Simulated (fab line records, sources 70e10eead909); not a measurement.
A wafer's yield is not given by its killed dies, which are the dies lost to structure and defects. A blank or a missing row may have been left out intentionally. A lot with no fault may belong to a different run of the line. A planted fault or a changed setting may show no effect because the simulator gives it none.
Comparing a struck lot with a sound one ; flow nand-harc ; 14 steps out of a route of 1302
Sound: these wafers, L422.2, L422.4, L422.6. Struck: wafers L426.3, L426.4, L426.6. The cause is given at the end.
For every step that has rows: the tool of each side, followed by ch and its chambers, followed by its first start. Under that, the readings that differ: sound wafers ; struck wafers ; difference of the means ; sigmas: that difference in standard deviations of wafers without a fault.
alike: readings with means less than 2 such deviations apart, plus words and numbers identical on both sides. not compared: withheld readings, readings lacking a value on some wafer, bounds such as >300 that could conceal the same value, and numbers that have no deviation in the record and whose values overlap.
The two part at a step that has a row with sigmas, a row that says differs or no value, or rows on one side only. Numbers that don't overlap but have no deviation are shown without sigmas and don't part them. Lack of a reading on every wafer of one side parts them only where that side has two or more wafers.

NHARC_A_ONON_D1_THK_MEAS_30: measures by ellipsometry.
  sound on film-metro-01, day 12 12:31; struck on film-metro-02, day 14 09:50
  alike: thk-nm
NHARC_A_ONON_D1_DEP_33: deposits SiO2, target thk 200 nm.
  sound on pecvd-03 ch 0,2, day 12 12:45; struck on pecvd-03 ch 0,1, day 14 10:02
  alike: heater-power-w, susceptor-temp-C, throttle-valve-pct
NHARC_A_ONON_D1_THK_MEAS_34: measures by ellipsometry.
  sound on film-metro-02, day 12 13:04; struck on film-metro-02, day 14 10:25
  alike: thk-nm
NHARC_A_ONON_D1_INSPECT_32:
  sound on defect-inspect-02, day 12 13:09; struck on defect-inspect-01, day 14 10:28
  alike: raw-defect-count
NHARC_A_CHANNEL_HOLE_D1_DEP_00: deposits aC, target thk 3100 nm.
  sound on acl-dep-02 ch 0, day 12 13:32; struck on acl-dep-03 ch 0, day 14 12:41
reading;sound;struck;difference;sigmas
susceptor-temp-C (C);- - -;399.86 400.40 400.16;no value on the sound wafers;
  alike: throttle-valve-pct
NHARC_A_CHANNEL_HOLE_D1_DEP_01: deposits SiON, target thk 140 nm.
  sound on pecvd-02 ch 0,1, day 12 15:11; struck on pecvd-01 ch 0,1, day 14 14:05
  alike: heater-power-w, susceptor-temp-C
then, 5 steps without rows for these wafers: NHARC_A_CHANNEL_HOLE_D1_DEHYDRATE_02 (time 120 s); NHARC_A_CHANNEL_HOLE_D1_HMDS_03 (time 30 s); NHARC_A_CHANNEL_HOLE_D1_COAT_36 (time 75 s); NHARC_A_CHANNEL_HOLE_D1_COAT_37 (time 65 s); NHARC_A_CHANNEL_HOLE_D1_COAT_04 (resist thk 90 nm).
NHARC_A_CHANNEL_HOLE_D1_SOFTBAKE_05: time 55 s.
  sound on litho-track-06 ch 0, day 12 15:00; struck on litho-track-01 ch 0, day 14 14:00
reading;sound;struck;difference;sigmas
heater-power-total-W (W);188.46 188.64 188.39;198.92 198.81 198.82;+10.35;+69
plate-temp-C (C);105.07 105.17 104.92;109.34 109.36 109.36;+4.30;+31
following that, these wafers have no rows for 1 step: NHARC_A_CHANNEL_HOLE_D1_EBR_06.
-- record jumps: 16 days between struck wafers' starts before vs after; left off in module A_CHANNEL_HOLE_D1, resumes in module END, first step shown is number 1302 of the route --
NHARC_END_SORT_01:
  only the struck wafers appear in the record here, on prober-02 ch 0 at day 30 14:32; the sound ones have no rows

== WHERE THEY PART ==
First at NHARC_A_CHANNEL_HOLE_D1_DEP_00; last, within this record, at NHARC_END_SORT_01.

WHY: whatever the simulator had introduced
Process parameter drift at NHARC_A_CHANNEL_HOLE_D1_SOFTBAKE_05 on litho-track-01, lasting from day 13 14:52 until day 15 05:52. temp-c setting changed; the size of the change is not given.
